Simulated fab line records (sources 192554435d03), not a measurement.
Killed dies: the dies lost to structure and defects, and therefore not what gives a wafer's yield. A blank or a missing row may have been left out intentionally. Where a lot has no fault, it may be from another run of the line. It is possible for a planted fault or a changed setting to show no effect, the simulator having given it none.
What tool caused it? :: flow n5 finfet :: 14 lots, 41 wafers sampled, at 4 steps of a route of 1938

WHAT THE GAUGES SHOWED, per wafer
The record holds no reading of a measuring or inspecting step that can be judged against a usual standard deviation.

WHICH TOOL RAN EACH LOT (tool, then ch and the chambers of the sampled wafers, then the start)
lot: L781
N5_GATE_CUT_CUT_ETCH_54: rie metal-01 ch 0,1, day 4 14:48
N5_GATE_CUT_VAPOR_ETCH_51: rie metal-01 ch 0,1, day 4 14:59
N5_GATE_CUT_CMP_43: cmp-04 ch 0,1, day 4 17:41
N5_MOL_CONTACT_COAG_PEB_06: litho track-01 ch 0, day 4 18:40

lot: L782
N5_GATE_CUT_CUT_ETCH_54: rie metal-03 ch 0,1, day 4 17:36
N5_GATE_CUT_VAPOR_ETCH_51: rie metal-03 ch 0,1, day 4 17:47
N5_GATE_CUT_CMP_43: cmp-03 ch 0,1,3, day 4 19:53
N5_MOL_CONTACT_COAG_PEB_06: litho track-02 ch 0, day 4 20:52

lot: L783
N5_GATE_CUT_CUT_ETCH_54: rie metal-03 ch 1, day 4 23:05
N5_GATE_CUT_VAPOR_ETCH_51: rie metal-03 ch 1, day 4 23:16
N5_GATE_CUT_CMP_43: cmp-01 ch 0,1, day 5 02:23
N5_MOL_CONTACT_COAG_PEB_06: litho track-02 ch 0, day 5 03:27

lot: L786
N5_GATE_CUT_CUT_ETCH_54: rie metal-02 ch 0,1, day 5 20:56
N5_GATE_CUT_VAPOR_ETCH_51: rie metal-02 ch 0,1, day 5 21:07
N5_GATE_CUT_CMP_43: cmp-04 ch 1,3, day 5 23:13
N5_MOL_CONTACT_COAG_PEB_06: litho track-02 ch 0, day 6 00:13

lot: L787
N5_GATE_CUT_CUT_ETCH_54: rie metal-02 ch 0,1, day 6 04:02
N5_GATE_CUT_VAPOR_ETCH_51: rie metal-02 ch 0,1, day 6 04:13
N5_GATE_CUT_CMP_43: cmp-04 ch 1,2,3, day 6 06:52
N5_MOL_CONTACT_COAG_PEB_06: litho track-02 ch 0, day 6 07:39

lot: L788
N5_GATE_CUT_CUT_ETCH_54: rie metal-01 ch 0, day 6 06:30
N5_GATE_CUT_VAPOR_ETCH_51: rie metal-01 ch 0, day 6 06:41
N5_GATE_CUT_CMP_43: cmp-03 ch 0,3, day 6 08:43
N5_MOL_CONTACT_COAG_PEB_06: litho track-04, day 6 09:40

lot: L789
N5_GATE_CUT_CUT_ETCH_54: rie metal-01 ch 0,1, day 6 16:22
N5_GATE_CUT_VAPOR_ETCH_51: rie metal-01 ch 0,1, day 6 16:33
N5_GATE_CUT_CMP_43: cmp-03 ch 0,1,3, day 6 18:52
N5_MOL_CONTACT_COAG_PEB_06: litho track-02, day 6 19:51

lot: L795
N5_GATE_CUT_CUT_ETCH_54: rie metal-01 ch 0, day 7 23:29
N5_GATE_CUT_VAPOR_ETCH_51: rie metal-01 ch 0, day 7 23:51
N5_GATE_CUT_CMP_43: cmp-04 ch 1,2,3, day 8 02:02
N5_MOL_CONTACT_COAG_PEB_06: litho track-02 ch 0, day 8 02:54

lot: L796
N5_GATE_CUT_CUT_ETCH_54: rie metal-03 ch 0,1, day 8 06:19
N5_GATE_CUT_VAPOR_ETCH_51: rie metal-03 ch 0,1, day 8 06:29
N5_GATE_CUT_CMP_43: cmp-03 ch 0,1,3, day 8 08:44
N5_MOL_CONTACT_COAG_PEB_06: litho track-04 ch 0, day 8 09:34

lot: L797
N5_GATE_CUT_CUT_ETCH_54: rie metal-02 ch 0,1, day 8 11:04
N5_GATE_CUT_VAPOR_ETCH_51: rie metal-02 ch 0,1, day 8 11:15
N5_GATE_CUT_CMP_43: cmp-04 ch 0,1,3, day 8 13:35
N5_MOL_CONTACT_COAG_PEB_06: litho track-04 ch 0, day 8 14:42

lot: L799
N5_GATE_CUT_CUT_ETCH_54: rie metal-01 ch 0,1, day 8 23:59
N5_GATE_CUT_VAPOR_ETCH_51: rie metal-01 ch 0,1, day 9 00:10
N5_GATE_CUT_CMP_43: cmp-03 ch 2,3, day 9 02:13
N5_MOL_CONTACT_COAG_PEB_06: litho track-01 ch 0, day 9 03:10

lot: L800
N5_GATE_CUT_CUT_ETCH_54: rie metal-03 ch 0,1, day 9 09:05
N5_GATE_CUT_VAPOR_ETCH_51: rie metal-03 ch 0,1, day 9 09:16
N5_GATE_CUT_CMP_43: cmp-04 ch 0,1,3, day 9 11:26
N5_MOL_CONTACT_COAG_PEB_06: litho track-04 ch 0, day 9 12:20

lot: L801
N5_GATE_CUT_CUT_ETCH_54: rie metal-03 ch 0,1, day 9 13:25
N5_GATE_CUT_VAPOR_ETCH_51: rie metal-03 ch 0,1, day 9 13:35
N5_GATE_CUT_CMP_43: cmp-01 ch 0,3, day 9 15:41
N5_MOL_CONTACT_COAG_PEB_06: litho track-01 ch 0, day 9 16:33

lot: L804
N5_GATE_CUT_CUT_ETCH_54: rie metal-01 ch 0,1, day 10 12:59
N5_GATE_CUT_VAPOR_ETCH_51: rie metal-01 ch 0,1, day 10 13:08
N5_GATE_CUT_CMP_43: cmp-01 ch 0,1, day 10 15:28
N5_MOL_CONTACT_COAG_PEB_06: litho track-04 ch 0, day 10 16:13
- N5_GATE_CUT_CUT_ETCH_54: etches TiN in Cl2/BCl3, target depth 96.7 nm.
- N5_GATE_CUT_VAPOR_ETCH_51: etches HfO2 in BCl3/Cl2.
- N5_GATE_CUT_CMP_43: polishes SiO2.
- N5_MOL_CONTACT_COAG_PEB_06: peb time 60 s.

WHAT THE TOOLS THEMSELVES READ (means of the sampled wafers that have a number; where no wafer has one, the mark that the record gives instead)
N5_GATE_CUT_CUT_ETCH_54.
lot: L781
tool: rie metal-01
drypump motor current A (A): 5.6
etch rf on time s (s): 37.0
mfc cl2 sccm (sccm): 53.17
oes product au (a.u.): 0.59
throttle valve pct (%): 22.16

lot: L782
tool: rie metal-03
drypump motor current A (A): 5.4
etch rf on time s (s): 37.0
mfc cl2 sccm (sccm): 53.18
oes product au (a.u.): 0.74
throttle valve pct (%): 22.14

lot: L783
tool: rie metal-03
drypump motor current A (A): 5.6
etch rf on time s (s): 36.3
mfc cl2 sccm (sccm): 53.37
oes product au (a.u.): 0.59
throttle valve pct (%): 22.50

lot: L786
tool: rie metal-02
drypump motor current A (A): 6.3
etch rf on time s (s): 38.6
mfc cl2 sccm (sccm): 53.43
oes product au (a.u.): 0.77
throttle valve pct (%): 21.98

lot: L787
tool: rie metal-02
drypump motor current A (A): 6.3
etch rf on time s (s): 38.1
mfc cl2 sccm (sccm): 53.40
oes product au (a.u.): 0.77
throttle valve pct (%): 21.96

lot: L788
tool: rie metal-01
drypump motor current A (A): 5.8
etch rf on time s (s): 36.8
mfc cl2 sccm (sccm): 53.23
oes product au (a.u.): 0.69
throttle valve pct (%): 22.05

lot: L789
tool: rie metal-01
drypump motor current A (A): 5.8
etch rf on time s (s): 37.0
mfc cl2 sccm (sccm): 53.18
oes product au (a.u.): 0.63
throttle valve pct (%): 22.11

lot: L795
tool: rie metal-01
drypump motor current A (A): 5.9
etch rf on time s (s): 36.8
mfc cl2 sccm (sccm): 53.26
oes product au (a.u.): 0.68
throttle valve pct (%): 22.06

lot: L796
tool: rie metal-03
drypump motor current A (A): 5.5
etch rf on time s (s): 36.6
mfc cl2 sccm (sccm): 53.16
oes product au (a.u.): 0.64
throttle valve pct (%): 22.33

lot: L797
tool: rie metal-02
drypump motor current A (A): 6.1
etch rf on time s (s): 38.6
mfc cl2 sccm (sccm): 53.23
oes product au (a.u.): 0.75
throttle valve pct (%): 22.04

lot: L799
tool: rie metal-01
drypump motor current A (A): 5.8
etch rf on time s (s): 36.0
mfc cl2 sccm (sccm): 53.16
oes product au (a.u.): 0.74
throttle valve pct (%): 22.04

lot: L800
tool: rie metal-03
drypump motor current A (A): 5.4
etch rf on time s (s): 37.0
mfc cl2 sccm (sccm): 53.30
oes product au (a.u.): 0.71
throttle valve pct (%): 22.17

lot: L801
tool: rie metal-03
drypump motor current A (A): 5.4
etch rf on time s (s): 37.5
mfc cl2 sccm (sccm): 53.32
oes product au (a.u.): 0.70
throttle valve pct (%): 22.17

lot: L804
tool: rie metal-01
drypump motor current A (A): 5.7
etch rf on time s (s): 36.4
mfc cl2 sccm (sccm): 53.27
oes product au (a.u.): 0.74
throttle valve pct (%): 22.05

N5_GATE_CUT_VAPOR_ETCH_51.
lot: L781
tool: rie metal-01
drypump motor current A (A): 5.7
oes product au (a.u.): 0.64

lot: L782
tool: rie metal-03
drypump motor current A (A): 5.4
oes product au (a.u.): 0.82

lot: L783
tool: rie metal-03
drypump motor current A (A): 5.6
oes product au (a.u.): 0.65

lot: L786
tool: rie metal-02
drypump motor current A (A): 6.3
oes product au (a.u.): 0.87

lot: L787
tool: rie metal-02
drypump motor current A (A): 6.3
oes product au (a.u.): 0.86

lot: L788
tool: rie metal-01
drypump motor current A (A): 5.8
oes product au (a.u.): 0.75

lot: L789
tool: rie metal-01
drypump motor current A (A): 5.7
oes product au (a.u.): 0.69

lot: L795
tool: rie metal-01
drypump motor current A (A): 5.9
oes product au (a.u.): 0.74

lot: L796
tool: rie metal-03
drypump motor current A (A): 5.5
oes product au (a.u.): 0.72

lot: L797
tool: rie metal-02
drypump motor current A (A): 6.1
oes product au (a.u.): 0.84

lot: L799
tool: rie metal-01
drypump motor current A (A): 5.7
oes product au (a.u.): 0.82

lot: L800
tool: rie metal-03
drypump motor current A (A): 5.4
oes product au (a.u.): 0.79

lot: L801
tool: rie metal-03
drypump motor current A (A): 5.4
oes product au (a.u.): 0.79

lot: L804
tool: rie metal-01
drypump motor current A (A): 5.7
oes product au (a.u.): 0.82

N5_GATE_CUT_CMP_43.
lot: L781
tool: cmp-04
motor current A (A): 11.4

lot: L782
tool: cmp-03
motor current A (A): 11.5

lot: L783
tool: cmp-01
motor current A (A): 12.6

lot: L786
tool: cmp-04
motor current A (A): 13.3

lot: L787
tool: cmp-04
motor current A (A): 13.4

lot: L788
tool: cmp-03
motor current A (A): 11.5

lot: L789
tool: cmp-03
motor current A (A): 11.6

lot: L795
tool: cmp-04
motor current A (A): 13.3

lot: L796
tool: cmp-03
motor current A (A): 11.8

lot: L797
tool: cmp-04
motor current A (A): 12.7

lot: L799
tool: cmp-03
motor current A (A): 10.9

lot: L800
tool: cmp-04
motor current A (A): 12.1

lot: L801
tool: cmp-01
motor current A (A): 11.4

lot: L804
tool: cmp-01
motor current A (A): 12.3

N5_MOL_CONTACT_COAG_PEB_06.
lot: L781
tool: litho track-01
chill plate temp C (C): 23.07
exhaust pa (Pa): 46.0

lot: L782
tool: litho track-02
chill plate temp C (C): 23.06
exhaust pa (Pa): 45.4

lot: L783
tool: litho track-02
chill plate temp C (C): 23.04
exhaust pa (Pa): 44.9

lot: L786
tool: litho track-02
chill plate temp C (C): 22.97
exhaust pa (Pa): 44.6

lot: L787
tool: litho track-02
chill plate temp C (C): 22.97
exhaust pa (Pa): 44.5

lot: L788
tool: litho track-04
chill plate temp C (C): -
exhaust pa (Pa): -

lot: L789
tool: litho track-02
chill plate temp C (C): -
exhaust pa (Pa): -

lot: L795
tool: litho track-02
chill plate temp C (C): 23.12
exhaust pa (Pa): 45.4

lot: L796
tool: litho track-04
chill plate temp C (C): 23.04
exhaust pa (Pa): 45.1

lot: L797
tool: litho track-04
chill plate temp C (C): 23.01
exhaust pa (Pa): 44.8

lot: L799
tool: litho track-01
chill plate temp C (C): 23.06
exhaust pa (Pa): 45.2

lot: L800
tool: litho track-04
chill plate temp C (C): 23.00
exhaust pa (Pa): 45.1

lot: L801
tool: litho track-01
chill plate temp C (C): 22.98
exhaust pa (Pa): 44.8

lot: L804
tool: litho track-04
chill plate temp C (C): 23.02
exhaust pa (Pa): 46.2

THE ANSWER, worked out from the rows above alone
Rule: the usual values come from the lots themselves. Put in order of their means at a reading, lots are off if they are a third of the lots or fewer, leave a main group of 4 or more, and stand apart from it by a gap of 3 or more times the standard deviation of the main group's means; of several such gaps the widest counts. The tables above print the reading to a certain number of digits; a main group whose means all agree to those digits is not used. A lot without any number at a reading at which 4 lots or more have one is off too. Any other lot the step has rows for is counted as sound. Order of review: gauges by route order, followed by the tools' own readings, for which a lot's mean as printed above is used. The first step at which some lot is off is used, and at that step the reading that is off furthest; a lot without a number counts as furthest.
Off: L788, L789 (N5_MOL_CONTACT_COAG_PEB_06, chill plate temp C). Without a number there: L788, L789. Mean 23.03 C and standard deviation 0.044 in the main group.
If a tool, at that step or one of the process steps before it, ran each lot that is off and ran no sound lot following the first of them, it fits. None of those tried fits.

WHAT WAS PUT IN BY THE SIMULATOR
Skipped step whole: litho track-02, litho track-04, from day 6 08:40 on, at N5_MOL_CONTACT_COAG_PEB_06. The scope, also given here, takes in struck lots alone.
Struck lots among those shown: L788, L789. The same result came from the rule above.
